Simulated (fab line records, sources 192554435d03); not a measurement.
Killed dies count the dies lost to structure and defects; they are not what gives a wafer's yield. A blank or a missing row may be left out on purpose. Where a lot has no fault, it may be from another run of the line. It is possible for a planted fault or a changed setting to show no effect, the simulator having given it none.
Split-lot study || flow n5 finfet || 21 wafers read from 7 lots, route of 1938 steps

ABOUT THE SPLIT
At N5_MOL_CONTACT_COAG_COAT_76 (time 60 s, resist thk 10 nm), the setting spin rpm was moved away from the recipe's 1500 rpm on 7 of the 21 wafers read, by -9.9% to +9.9%. For the rest of the wafers, this setting stayed at what the recipe calls for.

FROM THE SPLIT TO THE READING: what the file shows between them, 4 steps
- N5_MOL_CONTACT_COAG_COAT_77: time 60 s, resist thk 10 nm
- N5_MOL_CONTACT_COAG_COAT_78: resist thk 40 nm
- N5_MOL_CONTACT_COAG_DESCUM_88: chemistry O2, time 7 s
- N5_MOL_CONTACT_COAG_ETCH_89: etches underlayer in N2/H2, target depth 13 nm, time 10.4 s

THE READING
etch.depth nm (the simulator's own value, which no gauge read), in nm, at N5_MOL_CONTACT_COAG_ETCH_90 (etches SiARC in CF4, target depth 13 nm, time 21.7 s). The file gives no usual value for it. The 14 wafers here that ran the recipe average 9.989 nm, standard deviation 0.022 nm.

{"wafer": "L078.1", "tool, chamber at the split": "litho track-04, 0", "spin rpm as run, rpm": 1500, "against the recipe": "recipe", "etch.depth nm, nm": 9.987, "against lot-mates on the recipe": "-"}
{"wafer": "L078.2", "tool, chamber at the split": "litho track-04, 0", "spin rpm as run, rpm": 1374, "against the recipe": "-8.4%", "etch.depth nm, nm": 10.46, "against lot-mates on the recipe": "+0.473"}
{"wafer": "L078.3", "tool, chamber at the split": "litho track-04, 0", "spin rpm as run, rpm": 1374, "against the recipe": "-8.4%", "etch.depth nm, nm": 10.45, "against lot-mates on the recipe": "+0.463"}
{"wafer": "L081.2", "tool, chamber at the split": "litho track-04, 0", "spin rpm as run, rpm": 1649, "against the recipe": "+9.9%", "etch.depth nm, nm": 9.535, "against lot-mates on the recipe": -0.456}
{"wafer": "L081.4", "tool, chamber at the split": "litho track-04, 0", "spin rpm as run, rpm": 1649, "against the recipe": "+9.9%", "etch.depth nm, nm": 9.526, "against lot-mates on the recipe": -0.465}
{"wafer": "L081.5", "tool, chamber at the split": "litho track-04, 0", "spin rpm as run, rpm": 1500, "against the recipe": "recipe", "etch.depth nm, nm": 9.991, "against lot-mates on the recipe": "-"}
{"wafer": "L082.1", "tool, chamber at the split": "litho track-02, 0", "spin rpm as run, rpm": 1352, "against the recipe": "-9.9%", "etch.depth nm, nm": 10.5, "against lot-mates on the recipe": "+0.533"}
{"wafer": "L082.5", "tool, chamber at the split": "litho track-02, 0", "spin rpm as run, rpm": 1352, "against the recipe": "-9.9%", "etch.depth nm, nm": 10.5, "against lot-mates on the recipe": "+0.533"}
{"wafer": "L082.6", "tool, chamber at the split": "litho track-02, 0", "spin rpm as run, rpm": 1500, "against the recipe": "recipe", "etch.depth nm, nm": 9.967, "against lot-mates on the recipe": "-"}
{"wafer": "L087.1", "tool, chamber at the split": "litho track-04, 0", "spin rpm as run, rpm": 1500, "against the recipe": "recipe", "etch.depth nm, nm": 9.973, "against lot-mates on the recipe": "-"}
{"wafer": "L087.3", "tool, chamber at the split": "litho track-04, 0", "spin rpm as run, rpm": 1500, "against the recipe": "recipe", "etch.depth nm, nm": 9.947, "against lot-mates on the recipe": "-"}
{"wafer": "L087.4", "tool, chamber at the split": "litho track-04, 0", "spin rpm as run, rpm": 1500, "against the recipe": "recipe", "etch.depth nm, nm": 9.947, "against lot-mates on the recipe": "-"}
{"wafer": "L088.1", "tool, chamber at the split": "litho track-04, 0", "spin rpm as run, rpm": 1500, "against the recipe": "recipe", "etch.depth nm, nm": 10.02, "against lot-mates on the recipe": "-"}
{"wafer": "L088.4", "tool, chamber at the split": "litho track-04, 0", "spin rpm as run, rpm": 1500, "against the recipe": "recipe", "etch.depth nm, nm": 9.997, "against lot-mates on the recipe": "-"}
{"wafer": "L088.6", "tool, chamber at the split": "litho track-04, 0", "spin rpm as run, rpm": 1500, "against the recipe": "recipe", "etch.depth nm, nm": 10.01, "against lot-mates on the recipe": "-"}
{"wafer": "L090.2", "tool, chamber at the split": "litho track-04, 0", "spin rpm as run, rpm": 1500, "against the recipe": "recipe", "etch.depth nm, nm": 10.01, "against lot-mates on the recipe": "-"}
{"wafer": "L090.4", "tool, chamber at the split": "litho track-04, 0", "spin rpm as run, rpm": 1500, "against the recipe": "recipe", "etch.depth nm, nm": 10.01, "against lot-mates on the recipe": "-"}
{"wafer": "L090.5", "tool, chamber at the split": "litho track-04, 0", "spin rpm as run, rpm": 1639, "against the recipe": "+9.3%", "etch.depth nm, nm": 9.549, "against lot-mates on the recipe": -0.461}
{"wafer": "L097.1", "tool, chamber at the split": "litho track-02, 0", "spin rpm as run, rpm": 1500, "against the recipe": "recipe", "etch.depth nm, nm": 10.01, "against lot-mates on the recipe": "-"}
{"wafer": "L097.5", "tool, chamber at the split": "litho track-02, 0", "spin rpm as run, rpm": 1500, "against the recipe": "recipe", "etch.depth nm, nm": 9.989, "against lot-mates on the recipe": "-"}
{"wafer": "L097.6", "tool, chamber at the split": "litho track-02, 0", "spin rpm as run, rpm": 1500, "against the recipe": "recipe", "etch.depth nm, nm": 9.989, "against lot-mates on the recipe": "-"}

THE FIT
A straight line over all 21 wafers: etch.depth nm changes by -0.0501 nm for each +1% of spin rpm; r = -1.00; the points scatter about the line by 0.026 nm.
The same after taking each lot's own level away (the mean of its wafers on the recipe; 21 wafers): -0.0512 nm for each +1%; r = -1.00; scatter 0.02 nm.
On that fit, the largest move of spin rpm shifts the reading by 0.51 nm.
Measured against the standard deviation above, the lots' own levels, which go from 9.9557 to 10.0100 nm, span 2.4 times it.
The two slopes agree, so the slope changes little with the lot-to-lot level.
Check: for one of the wafers moved furthest among these (+9.9%), held out of the fit, the line's prediction against its lot-mates is -0.509 nm. Against them it came out at -0.456 nm.

THE OTHER SPLITS THESE WAFERS WENT THROUGH
Before the reading, these wafers also passed through other splits. Each is held against what the fit with the lots' levels taken away leaves over:
{"other split on the same wafers": "N5_SDB_HM_DEP_00 time s", "wafers away from the commonest value": 9, "r with etch.depth nm (lot level and that fit taken away)": "+0.26"}
{"other split on the same wafers": "N5_GATE_CUT_ETCH_58 time s", "wafers away from the commonest value": 10, "r with etch.depth nm (lot level and that fit taken away)": -0.37}
{"other split on the same wafers": "N5_GATE_CUT_ALD_22 ald cycles", "wafers away from the commonest value": 6, "r with etch.depth nm (lot level and that fit taken away)": -0.30}
{"other split on the same wafers": "N5_GATE_CUT_CMP_23 platen rpm", "wafers away from the commonest value": 7, "r with etch.depth nm (lot level and that fit taken away)": "+0.04"}

THE WHOLE CHAIN: every reading that the file lists as answering this split, in the file's order
{"step": "N5_MOL_CONTACT_COAG_COAT_76", "what it does": "time 60 s, resist thk 10 nm", "reading": "SiARC_of_MOL_CONTACT_COAG_COAT_76.thk nm (the simulator's own value, which no gauge read)", "change (the file's fit)": "-0.0453 nm for each +1% of the setting", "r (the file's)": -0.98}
{"step": "N5_MOL_CONTACT_COAG_ETCH_90", "what it does": "etches SiARC in CF4, target depth 13 nm, time 21.7 s", "reading": "etch.depth nm (the simulator's own value, which no gauge read)", "change (the file's fit)": "-0.0513 nm for each +1% of the setting", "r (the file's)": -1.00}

FILE'S OWN FIT
etch.depth nm changes by -0.0513 nm for each +1% of spin rpm, r = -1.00.
